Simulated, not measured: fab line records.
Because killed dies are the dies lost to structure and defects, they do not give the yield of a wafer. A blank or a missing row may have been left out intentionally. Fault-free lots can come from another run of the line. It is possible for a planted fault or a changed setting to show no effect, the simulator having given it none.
fab line records -- flow n5Finfet -- part 1 of 2: steps 1 to 22 of 29
record lots=5, wafers=15, lastDay=17
route steps=1938 shown MOL_CONTACT_COAG@586
lots that met no fault: from a run of the same line without faults
startH: the number of hours between the record's first day and the start of the first shown wafer of the lot -- waitH: hours from the lot's prior step to this one -- " identical to the entry in the row above -- L1.1+2: one row covering several wafers at once -- - no value, or no start given -- * or withheld: withheld -- < > ~ a bound
route shown NAME@n: a module of which the file shows steps, and the number in the route of the first -- usual: mean/standard deviation taken from wafers without a fault -- same: alike in all rows -- chamber/n: place in a boat -- sites: the reading at each site -- _std_site: how widely they spread, as a standard deviation -- _edge_site: outer sites' mean less inner sites' -- radiusMm: for every site, how far away it sits from the centre of the wafer -- mask NAME#n: copy n -- behind: tool/chamber where the wafer was last shaped -- hold: what put the lot on hold/how long, in hours/how the hold closed -- device: whichever transistor did not switch (one of n, p or np) -- end of line: the same wafers' tests at the end of the route -- for a step that has no rows: nothing shown but its recipe -- killed: the dies lost at the first sort to structure and to defects; this is not the yield of the wafer -- map: dies across one wafer; x = killed, . = not, _ = none there
set.NAME: the setting the step ran with; set.NAME@STEP: the setting that earlier step ran with -- model.NAME: the simulator's own value behind a step, which no gauge read
certain route steps with their lots: each step a table, each wafer a row
services: a tool's chamber out of use, with start hour (startH, from the record's first day; less than 0 if before it), hours out, and reason
## steps
# step N5_MOL_CONTACT_COAG_VIA_ETCH_46
# recipe chemistry=C4F6/O2, targetDepthA=460, overetchA=92, maskMaterial=SOC, target=SiO2, biasW=455, pressureMtorr=10, timeS=40, sourceW=325, Ar_flow_sccm=300, C4F6_flow_sccm=10, O2_flow_sccm=10, ionEnergyEv=575.3, ends=endPoint
# usual drypumpMotorCurrentA=5.7/0.46, oes_f_703_au=0.81/0.11, oesProductAu=0.71/0.081, rfVppV=1594/38, showerheadPlenumPTorr=2.81/0.12, throttleValvePct=40.8/0.49
lot.wafer,tool,chamber,startH,waitH,drypumpMotorCurrentA,oes_f_703_au,oesProductAu,rfHoursCounterH,rfVppV,showerheadPlenumPTorr,throttleValvePct
L075.1,rieDiel-05,1,104.64,0.0,6.5,0.64,0.62,228,1672,2.66,39.9
L075.2,rieDiel-05,3,104.64,0.0,5.9,0.86,0.76,70,1595,3.01,41.2
L075.4,rieDiel-05,0,104.64,0.0,5.8,0.67,0.62,247,1607,2.76,41.2
L076.3,rieDiel-05,1,112.90,0.0,6.5,0.64,0.60,231,1672,2.66,39.9
L076.4,rieDiel-05,2,112.90,0.0,6.3,0.75,0.67,155,1601,2.73,40.3
L076.6,rieDiel-05,2,112.90,0.0,6.3,0.75,0.68,-,1600,2.73,40.2
L082.2,rieDiel-03,2,150.67,0.0,5.2,0.79,0.71,114,1611,2.76,41.0
L082.3,rieDiel-03,3,150.67,0.0,5.4,0.77,0.65,198,1581,2.79,40.0
L082.5,rieDiel-03,1,150.67,0.0,6.0,0.77,0.69,-,1585,2.77,41.5
L089.1,rieDiel-05,0,191.29,0.0,5.8,0.93,0.85,17,1606,2.75,40.6
L089.3,rieDiel-05,3,191.29,0.0,6.0,0.82,0.71,107,1594,2.99,41.2
L089.6,rieDiel-05,2,191.29,0.0,6.2,0.72,0.65,-,1600,2.71,40.3
L095.1,rieDiel-03,3,225.45,0.0,5.3,0.75,0.63,223,1580,2.78,40.1
L095.5,rieDiel-03,2,225.45,0.0,5.2,0.78,0.69,-,1609,2.75,41.1
L095.6,rieDiel-03,1,225.45,0.0,6.0,0.74,0.68,-,1586,2.75,41.5
# step N5_MOL_CONTACT_COAG_STRIP_96
# recipe chemistry=N2/H2, powerW=500, tempC=40, pressureMtorr=50, rfFrequencyHz=6e+07, overashFraction=0.3, biasPowerW=28, h2Frac=0.5, n2FlowSccm=300, h2FlowSccm=300
# usual biasPowerW=27.99/0.09, drypumpMotorCurrentA=5.7/0.47, oesProductAu=0.79/0.1, powerW=500.0/1.5, rfVppV=121.5/1.4, showerheadPlenumPTorr=3.32/0.15, throttleValvePct=18.84/0.28
lot.wafer,tool,chamber,startH,waitH,biasPowerW,drypumpMotorCurrentA,oesProductAu,powerW,rfHoursCounterH,rfVppV,showerheadPlenumPTorr,throttleValvePct
L075.1,rieDiel-05,1,104.71,0.0,28.04,6.5,0.66,503.3,228,119.9,3.16,18.53
L075.2,rieDiel-05,3,104.71,0.0,28.00,5.9,0.86,501.3,70,122.4,3.57,18.87
L075.4,rieDiel-05,0,104.71,0.0,28.01,5.8,0.67,503.2,247,121.8,3.28,19.14
L076.3,rieDiel-05,1,112.97,0.0,27.97,6.5,0.64,497.9,231,120.7,3.16,18.50
L076.4,rieDiel-05,2,112.97,0.0,28.07,6.2,0.77,500.1,155,119.8,3.25,18.76
L076.6,rieDiel-05,2,112.97,0.0,27.95,6.3,0.77,498.0,-,121.9,3.25,18.78
L082.2,rieDiel-03,2,150.73,0.0,27.97,5.2,0.81,500.2,114,121.6,3.25,18.61
L082.3,rieDiel-03,3,150.73,0.0,27.89,5.4,0.72,500.5,198,121.2,3.34,18.97
L082.5,rieDiel-03,1,150.73,0.0,27.97,6.0,0.78,501.7,-,121.2,3.20,18.71
L089.1,rieDiel-05,0,191.35,0.0,28.10,5.8,0.95,501.2,17,122.3,3.27,18.69
L089.3,rieDiel-05,3,191.35,0.0,28.04,6.0,0.81,498.7,107,123.8,3.55,18.94
L089.6,rieDiel-05,2,191.35,0.0,27.93,6.3,0.74,499.7,-,122.3,3.24,18.85
L095.1,rieDiel-03,3,225.52,0.0,27.89,5.4,0.69,503.0,223,122.2,3.32,19.00
L095.5,rieDiel-03,2,225.52,0.0,28.10,5.2,0.78,501.4,-,117.9,3.23,18.69
L095.6,rieDiel-03,1,225.52,0.0,28.02,6.1,0.74,498.0,-,119.3,3.19,18.75
# step N5_MOL_CONTACT_COAG_ETCH_47
# recipe chemistry=CH3F/O2, target=SiNx, targetDepthA=270, maskMaterial=SiO2, stopOn=W, overEtchFrac=0.2, ionEnergyEv=120, endpoint=OES-CN, pressureMtorr=30, sourceW=395, biasW=73, Ar_flow_sccm=150, CH3F_flow_sccm=30, O2_flow_sccm=20, ends=endPoint
# usual drypumpMotorCurrentA=5.7/0.47, etchRfOnTimeS=31.0/1.1, oes_f_703_au=0.80/0.12, oesProductAu=0.71/0.093, rfVppV=299/7.4, showerheadPlenumPTorr=1.98/0.09, throttleValvePct=16.35/0.27
lot.wafer,tool,chamber,startH,waitH,drypumpMotorCurrentA,etchRfOnTimeS,oes_f_703_au,oesProductAu,rfHoursCounterH,rfVppV,showerheadPlenumPTorr,throttleValvePct
L075.1,rieDiel-05,1,104.75,0.0,6.5,32.2,0.62,0.60,228,314,1.87,16.57
L075.2,rieDiel-05,3,104.75,0.0,5.9,30.3,0.87,0.77,70,297,2.12,16.19
L075.4,rieDiel-05,0,104.75,0.0,5.8,32.5,0.65,0.59,247,301,1.94,16.43
L076.3,rieDiel-05,1,113.01,0.0,6.5,32.2,0.62,0.59,231,315,1.87,16.56
L076.4,rieDiel-05,2,113.01,0.0,6.2,31.3,0.75,0.67,155,300,1.92,16.18
L076.6,rieDiel-05,2,113.01,0.0,6.2,31.2,0.75,0.68,-,301,1.92,16.18
L082.2,rieDiel-03,2,150.77,0.0,5.2,30.2,0.82,0.73,114,303,1.94,16.34
L082.3,rieDiel-03,3,150.77,0.0,5.3,31.1,0.76,0.65,198,296,1.97,16.36
L082.5,rieDiel-03,1,150.77,0.0,6.1,30.5,0.77,0.70,-,297,1.94,16.73
L089.1,rieDiel-05,0,191.39,0.0,5.8,31.0,0.91,0.84,17,301,1.94,15.94
L089.3,rieDiel-05,3,191.39,0.0,5.9,30.3,0.82,0.73,107,299,2.11,16.25
L089.6,rieDiel-05,2,191.39,0.0,6.3,31.0,0.72,0.66,-,300,1.91,16.24
L095.1,rieDiel-03,3,225.56,0.0,5.3,31.2,0.75,0.63,223,297,1.96,16.41
L095.5,rieDiel-03,2,225.56,0.0,5.2,30.2,0.78,0.70,-,302,1.93,16.41
L095.6,rieDiel-03,1,225.56,0.0,6.0,30.9,0.75,0.67,-,297,1.94,16.75
# step N5_MOL_CONTACT_COAG_STRIP_119
# recipe chemistry=N2/H2, timeS=30, powerW=1000, tempC=250, pressureMtorr=withheld, n2FlowSccm=1750, h2FlowSccm=3250
# usual drypumpMotorCurrentA=5.9/0.32, heaterPowerW=353/61
lot.wafer,tool,chamber,startH,waitH,drypumpMotorCurrentA,heaterPowerW,rfHoursCounterH
L075.1,plasmaAsher-01,0,104.83,0.1,5.6,257,95
L075.2,plasmaAsher-01,1,104.83,0.1,5.6,405,95
L075.4,plasmaAsher-01,0,104.83,0.1,5.6,264,-
L076.3,plasmaAsher-01,1,113.11,0.1,5.6,410,-
L076.4,plasmaAsher-01,0,113.11,0.1,5.6,258,-
L076.6,plasmaAsher-01,0,113.11,0.1,5.6,252,-
L082.2,plasmaAsher-01,1,150.85,0.1,5.6,414,104
L082.3,plasmaAsher-01,1,150.85,0.1,5.6,412,-
L082.5,plasmaAsher-01,0,150.85,0.1,5.6,253,-
L089.1,plasmaAsher-02,0,191.48,0.1,6.3,409,60
L089.3,plasmaAsher-02,0,191.48,0.1,6.3,417,-
L089.6,plasmaAsher-02,1,191.48,0.1,6.2,338,-
L095.1,plasmaAsher-02,1,225.64,0.1,6.2,340,67
L095.5,plasmaAsher-02,0,225.64,0.1,6.3,402,-
L095.6,plasmaAsher-02,1,225.64,0.1,6.2,330,-
# step N5_MOL_CONTACT_COAG_PRECLEAN_144
# recipe chemistry=alkalineClean, tempC=60, timeS=60, doPpb=50
lot.wafer,tool,chamber,startH,waitH
L075.1+2+4,wetBench-02,"7,3,2",104.92,0.1
L076.3+4+6,wetBench-03,"5,7,2",113.18,0.0
L082.2+3+5,wetBench-02,"3,4,5",150.94,0.1
L089.1+3+6,wetBench-03,"2,4,1",191.56,0.1
L095.1+5+6,wetBench-02,"5,0,1",225.73,0.1
# step N5_MOL_CONTACT_COAG_SRD_145
# recipe dry=ipaMarangoni, timeS=30, tempC=23, rinseLiquid=diw
lot.wafer,tool,chamber,startH,waitH
L075.1+2+4,wetBench-02,"7,3,2",104.94,0.0
L076.3+4+6,wetBench-03,"5,7,2",113.20,0.0
L082.2+3+5,wetBench-02,"3,4,5",150.96,0.0
L089.1+3+6,wetBench-03,"2,4,1",191.58,0.0
L095.1+5+6,wetBench-02,"5,0,1",225.75,0.0
# step N5_MOL_CONTACT_COAG_CD_MEAS_137
# recipe targetCdNm=16
# usual cdNm=15.7/0.48
lot.wafer,tool,chamber,startH,waitH,cdNm
L075.1,cdSem-01,-,104.98,0.0,16.3
L075.2,cdSem-01,-,104.98,0.0,16.1
L075.4,cdSem-01,-,104.98,0.0,15.6
L076.3,cdSem-03,-,113.24,0.0,15.8
L076.4,cdSem-03,-,113.24,0.0,15.8
L076.6,cdSem-03,-,113.24,0.0,15.1
L082.2,cdSem-03,-,151.00,0.0,15.2
L082.3,cdSem-03,-,151.00,0.0,15.7
L082.5,cdSem-03,-,151.00,0.0,15.4
L089.1,cdSem-01,-,191.62,0.0,15.8
L089.3,cdSem-01,-,191.62,0.0,16.0
L089.6,cdSem-01,-,191.62,0.0,15.5
L095.1,cdSem-02,-,225.79,0.0,16.2
L095.5,cdSem-02,-,225.79,0.0,15.4
L095.6,cdSem-02,-,225.79,0.0,15.3
# step N5_MOL_CONTACT_COAG_COAT_62
# recipe resist=SOC, tempC=250, timeS=60, spinRpm=1500, resistThkNm=60
lot.wafer,tool,chamber,startH,waitH
L075.1+2+4,lithoTrack-01,0,105.01,0.0
L076.3+4+6,lithoTrack-04,0,113.27,0.0
L082.2+3+5,lithoTrack-05,0,151.04,0.0
L089.1+3+6,lithoTrack-01,0,191.66,0.0
L095.1+5+6,lithoTrack-01,0,225.82,0.0
# step N5_MOL_CONTACT_COAG_COAT_63
# recipe resist=SiARC, tempC=220, timeS=60, spinRpm=1500, resistThkNm=10
lot.wafer,tool,chamber,startH,waitH
L075.1+2+4,lithoTrack-01,0,-,-
L076.3+4+6,lithoTrack-04,0,-,-
L082.2+3+5,lithoTrack-05,0,-,-
L089.1+3+6,lithoTrack-01,0,-,-
L095.1+5+6,lithoTrack-01,0,-,-
# step N5_MOL_CONTACT_COAG_COAT_64
# recipe resist=underlayer, tempC=205, timeS=60, spinRpm=1500, resistThkNm=10
lot.wafer,tool,chamber,startH,waitH
L075.1+2+4,lithoTrack-01,0,-,-
L076.3+4+6,lithoTrack-04,0,-,-
L082.2+3+5,lithoTrack-05,0,-,-
L089.1+3+6,lithoTrack-01,0,-,-
L095.1+5+6,lithoTrack-01,0,-,-
# step N5_MOL_CONTACT_COAG_COAT_34
# recipe resist=CAR-EUV, spinRpm=1500, resistThkNm=40
lot.wafer,tool,chamber,startH,waitH
L075.1+2+4,lithoTrack-01,0,-,-
L076.3+4+6,lithoTrack-04,0,-,-
L082.2+3+5,lithoTrack-05,0,-,-
L089.1+3+6,lithoTrack-01,0,-,-
L095.1+5+6,lithoTrack-01,0,-,-
# step N5_MOL_CONTACT_COAG_EBR_36
# recipe solvent=PGMEA, ebrWidthMm=1.5
lot.wafer,tool,chamber,startH,waitH
L075.1+2+4,lithoTrack-01,0,-,-
L076.3+4+6,lithoTrack-04,0,-,-
L082.2+3+5,lithoTrack-05,0,-,-
L089.1+3+6,lithoTrack-01,0,-,-
L095.1+5+6,lithoTrack-01,0,-,-
# step N5_MOL_CONTACT_COAG_SOFTBAKE_35
# recipe tempC=110, timeS=60, resist=CAR-EUV
lot.wafer,tool,chamber,startH,waitH
L075.1+2+4,lithoTrack-01,0,-,-
L076.3+4+6,lithoTrack-04,0,-,-
L082.2+3+5,lithoTrack-05,0,-,-
L089.1+3+6,lithoTrack-01,0,-,-
L095.1+5+6,lithoTrack-01,0,-,-
# step N5_MOL_CONTACT_COAG_EXPOSE_37
# recipe maskId=VD, na=0.33, sourceShape=annular, sigmaInner=0.3, sigmaOuter=0.7, polarization=unpolarized, defocusNm=0, doseMj=62
# same sigmaInner=0.3
lot.wafer,tool,chamber,startH,waitH,mask
L075.1+2+4,euvScanner-01,0,105.15,-,VD#0
L076.3+4+6,euvScanner-02,0,113.55,-,VD#0
L082.2+3+5,euvScanner-02,0,151.31,-,VD#0
L089.1+3+6,euvScanner-02,0,191.92,-,VD#0
L095.1+5+6,euvScanner-02,0,225.96,-,VD#0
# step N5_MOL_CONTACT_COAG_PEB_38
# recipe pebTempC=100, pebTimeS=60, resist=CAR-EUV
lot.wafer,tool,chamber,startH,waitH
L075.1+2+4,lithoTrack-05,0,105.23,0.1
L076.3+4+6,lithoTrack-04,0,113.61,0.1
L082.2+3+5,lithoTrack-04,0,151.38,0.1
L089.1+3+6,lithoTrack-01,0,192.00,0.1
L095.1+5+6,lithoTrack-01,0,226.04,0.1
# step N5_MOL_CONTACT_COAG_DEVELOP_39
# recipe developTimeS=30, developer=TMAH, resist=CAR-EUV, rinseLiquid=surfactantRinse, dry=airSpin, devTempC=23
lot.wafer,tool,chamber,startH,waitH
L075.1+2+4,lithoTrack-05,0,-,-
L076.3+4+6,lithoTrack-04,0,-,-
L082.2+3+5,lithoTrack-04,0,-,-
L089.1+3+6,lithoTrack-01,0,-,-
L095.1+5+6,lithoTrack-01,0,-,-
# step N5_MOL_CONTACT_COAG_CD_MEAS_40
# recipe targetCdNm=25.1, landingEnergyEv=500, detector=seInlens, polarity=opening
# usual cdNm=25.18/0.26
lot.wafer,tool,chamber,startH,waitH,cdNm
L075.1,cdSem-02,0,105.30,-,25.01
L075.2,cdSem-02,0,105.30,-,25.23
L075.4,cdSem-02,0,105.30,-,25.08
L076.3,cdSem-01,0,113.68,-,25.20
L076.4,cdSem-01,0,113.68,-,24.96
L076.6,cdSem-01,0,113.68,-,25.32
L082.2,cdSem-03,0,151.45,-,25.34
L082.3,cdSem-03,0,151.45,-,25.65
L082.5,cdSem-03,0,151.45,-,25.31
L089.1,cdSem-01,0,192.06,-,25.23
L089.3,cdSem-01,0,192.06,-,25.61
L089.6,cdSem-01,0,192.06,-,25.15
L095.1,cdSem-02,0,226.11,-,24.90
L095.5,cdSem-02,0,226.11,-,25.54
L095.6,cdSem-02,0,226.11,-,25.17
# step N5_MOL_CONTACT_COAG_OVL_MEAS_41
# recipe pointsPerWafer=522
# usual VD_OVL=0.2/0.72
lot.wafer,tool,chamber,startH,waitH,VD_OVL[nm]
L075.1,overlay-02,0,105.33,0.0,0.3
L075.2,overlay-02,0,105.33,0.0,0.1
L075.4,overlay-02,0,105.33,0.0,0.6
L076.3,overlay-01,0,113.72,0.0,0.6
L076.4,overlay-01,0,113.72,0.0,0.5
L076.6,overlay-01,0,113.72,0.0,1.2
L082.2,overlay-01,0,151.48,0.0,0.4
L082.3,overlay-01,0,151.48,0.0,-0.2
L082.5,overlay-01,0,151.48,0.0,0.1
L089.1,overlay-02,0,192.10,0.0,0.2
L089.3,overlay-02,0,192.10,0.0,-0.5
L089.6,overlay-02,0,192.10,0.0,0.5
L095.1,overlay-01,0,226.14,0.0,0.2
L095.5,overlay-01,0,226.14,0.0,-0.6
L095.6,overlay-01,0,226.14,0.0,-0.9
# step N5_MOL_CONTACT_COAG_INSPECT_42
# recipe mode=adi, inspectInstrument=brightfield
# usual rawDefectCount=187/50
lot.wafer,tool,chamber,startH,waitH,rawDefectCount
L075.1,defectInspect-01,-,105.39,0.1,167
L075.2,defectInspect-01,-,105.39,0.1,144
L075.4,defectInspect-01,-,105.39,0.1,139
L076.3,defectInspect-01,-,113.77,0.0,156
L076.4,defectInspect-01,-,113.77,0.0,146
L076.6,defectInspect-01,-,113.77,0.0,129
L082.2,defectInspect-02,-,151.53,0.0,237
L082.3,defectInspect-02,-,151.53,0.0,209
L082.5,defectInspect-02,-,151.53,0.0,289
L089.1,defectInspect-01,-,192.16,0.1,150
L089.3,defectInspect-01,-,192.16,0.1,188
L089.6,defectInspect-01,-,192.16,0.1,354
L095.1,defectInspect-01,-,226.19,0.1,188
L095.5,defectInspect-01,-,226.19,0.1,135
L095.6,defectInspect-01,-,226.19,0.1,152
# step N5_MOL_CONTACT_COAG_DESCUM_45
# recipe chemistry=O2, timeS=7, sourcePowerW=50, biasPowerW=20, pressureMtorr=20, rfFrequencyHz=2.712e+07, tempC=40, resist=CAR-EUV, o2FlowSccm=225
# usual biasPowerW=20.00/0.068, drypumpMotorCurrentA=5.8/0.48, oesProductAu=0.79/0.1, rfVppV=242.8/1.6, showerheadPlenumPTorr=2.08/0.099, throttleValvePct=20.47/0.27
lot.wafer,tool,chamber,startH,waitH,biasPowerW,drypumpMotorCurrentA,oesProductAu,rfHoursCounterH,rfVppV,showerheadPlenumPTorr,throttleValvePct
L075.1,rieDiel-05,0,105.63,0.2,19.95,5.8,0.67,247,242.4,2.08,20.81
L075.2,rieDiel-05,1,105.63,0.2,20.05,6.5,0.65,228,242.3,1.99,20.74
L075.4,rieDiel-05,3,105.63,0.2,19.98,6.0,0.85,70,244.3,2.21,20.27
L076.3,rieDiel-05,0,113.80,0.0,20.01,5.8,0.66,250,241.2,2.08,20.83
L076.4,rieDiel-05,3,113.80,0.0,20.03,6.0,0.86,74,244.3,2.21,20.26
L076.6,rieDiel-05,1,113.80,0.0,20.01,6.5,0.66,-,241.7,1.99,20.74
L082.2,rieDiel-03,2,151.57,0.0,20.00,5.2,0.81,114,242.3,1.99,20.17
L082.3,rieDiel-03,1,151.57,0.0,20.08,6.0,0.79,123,241.4,2.02,20.75
L082.5,rieDiel-03,3,151.57,0.0,20.01,5.3,0.72,-,244.5,2.07,20.41
L089.1,rieDiel-04,0,192.19,0.0,20.10,5.5,0.96,18,243.6,2.16,20.20
L089.3,rieDiel-04,2,192.19,0.0,19.99,6.2,0.68,223,242.3,2.01,21.02
L089.6,rieDiel-04,2,192.19,0.0,20.00,6.2,0.69,-,242.6,2.01,21.01
L095.1,rieDiel-04,3,226.46,0.3,19.95,5.3,0.97,11,245.1,2.23,20.20
L095.5,rieDiel-04,3,226.46,0.3,19.91,5.3,0.96,-,245.3,2.23,20.20
L095.6,rieDiel-04,2,226.46,0.3,19.90,6.2,0.68,-,241.6,2.01,21.04
# step N5_MOL_CONTACT_COAG_ETCH_65
# recipe chemistry=N2/H2, target=underlayer, targetDepthA=130, maskMaterial=CAR-EUV, timeS=10.4, ionEnergyEv=200, pressureMtorr=30, sourceW=840, biasW=150, n2FlowSccm=200, h2FlowSccm=200, ends=cleared
# usual drypumpMotorCurrentA=5.8/0.49, etchRfOnTimeS=10.4/0.5, oesProductAu=0.68/0.095, rfVppV=523/3.3, showerheadPlenumPTorr=2.52/0.12, throttleValvePct=17.83/0.22
lot.wafer,tool,chamber,startH,waitH,drypumpMotorCurrentA,etchRfOnTimeS,oesProductAu,rfHoursCounterH,rfVppV,showerheadPlenumPTorr,throttleValvePct
L075.1,rieDiel-05,0,105.66,0.0,5.8,10.9,0.56,247,521,2.48,18.01
L075.2,rieDiel-05,1,105.66,0.0,6.5,11.0,0.56,228,518,2.39,17.90
L075.4,rieDiel-05,3,105.66,0.0,6.0,9.9,0.74,70,528,2.71,17.79
L076.3,rieDiel-05,0,113.84,0.0,5.8,10.9,0.57,250,523,2.48,18.03
L076.4,rieDiel-05,3,113.84,0.0,5.9,10.0,0.74,74,528,2.71,17.80
L076.6,rieDiel-05,1,113.84,0.0,6.5,11.0,0.56,-,521,2.39,17.90
L082.2,rieDiel-03,2,151.60,0.0,5.1,9.9,0.69,114,521,2.45,17.75
L082.3,rieDiel-03,1,151.60,0.0,6.0,10.0,0.67,123,521,2.42,17.86
L082.5,rieDiel-03,3,151.60,0.0,5.4,10.3,0.63,-,523,2.53,17.93
L089.1,rieDiel-04,0,192.22,0.0,5.5,9.7,0.84,18,527,2.60,17.56
L089.3,rieDiel-04,2,192.22,0.0,6.2,10.9,0.58,223,520,2.41,18.24
L089.6,rieDiel-04,2,192.22,0.0,6.2,10.9,0.57,-,520,2.41,18.24
L095.1,rieDiel-04,3,226.49,0.0,5.3,9.8,0.83,11,529,2.70,17.51
L095.5,rieDiel-04,3,226.49,0.0,5.3,9.8,0.83,-,528,2.70,17.53
L095.6,rieDiel-04,2,226.49,0.0,6.2,10.8,0.57,-,521,2.40,18.27
# step N5_MOL_CONTACT_COAG_ETCH_66
# recipe chemistry=CF4, target=SiARC, targetDepthA=130, maskMaterial=CAR-EUV, timeS=21.7, ionEnergyEv=80, pressureMtorr=40, sourceW=545, biasW=36, Ar_flow_sccm=100, cf4FlowSccm=100, ends=cleared
# usual drypumpMotorCurrentA=5.8/0.49, etchRfOnTimeS=21.6/1, oesProductAu=0.68/0.094, rfVppV=183.8/1.4, showerheadPlenumPTorr=2.12/0.091, throttleValvePct=15.58/0.3
lot.wafer,tool,chamber,startH,waitH,drypumpMotorCurrentA,etchRfOnTimeS,oesProductAu,rfHoursCounterH,rfVppV,showerheadPlenumPTorr,throttleValvePct
L075.1,rieDiel-05,0,105.68,0.0,5.8,22.6,0.57,247,183.3,2.09,15.70
L075.2,rieDiel-05,1,105.68,0.0,6.5,22.9,0.55,228,182.1,2.02,15.90
L075.4,rieDiel-05,3,105.68,0.0,6.0,20.6,0.74,70,184.6,2.26,15.37
L076.3,rieDiel-05,0,113.86,0.0,5.8,22.9,0.56,250,184.6,2.09,15.72
L076.4,rieDiel-05,3,113.86,0.0,5.9,20.9,0.74,74,184.7,2.26,15.38
L076.6,rieDiel-05,1,113.86,0.0,6.5,23.3,0.55,-,182.8,2.02,15.92
L082.2,rieDiel-03,2,151.62,0.0,5.2,20.8,0.69,114,183.2,2.07,15.56
L082.3,rieDiel-03,1,151.62,0.0,6.0,21.0,0.66,123,182.9,2.08,15.94
L082.5,rieDiel-03,3,151.62,0.0,5.3,21.2,0.62,-,185.0,2.13,15.79
L089.1,rieDiel-04,0,192.24,0.0,5.5,20.5,0.83,18,183.5,2.16,15.06
L089.3,rieDiel-04,2,192.24,0.0,6.2,22.3,0.58,223,181.1,2.03,15.96
L089.6,rieDiel-04,2,192.24,0.0,6.1,22.4,0.58,-,181.2,2.03,15.95
L095.1,rieDiel-04,3,226.51,0.0,5.3,20.4,0.84,11,185.6,2.27,15.27
L095.5,rieDiel-04,3,226.51,0.0,5.3,20.4,0.83,-,185.2,2.27,15.24
L095.6,rieDiel-04,2,226.51,0.0,6.1,22.0,0.58,-,182.0,2.03,15.97
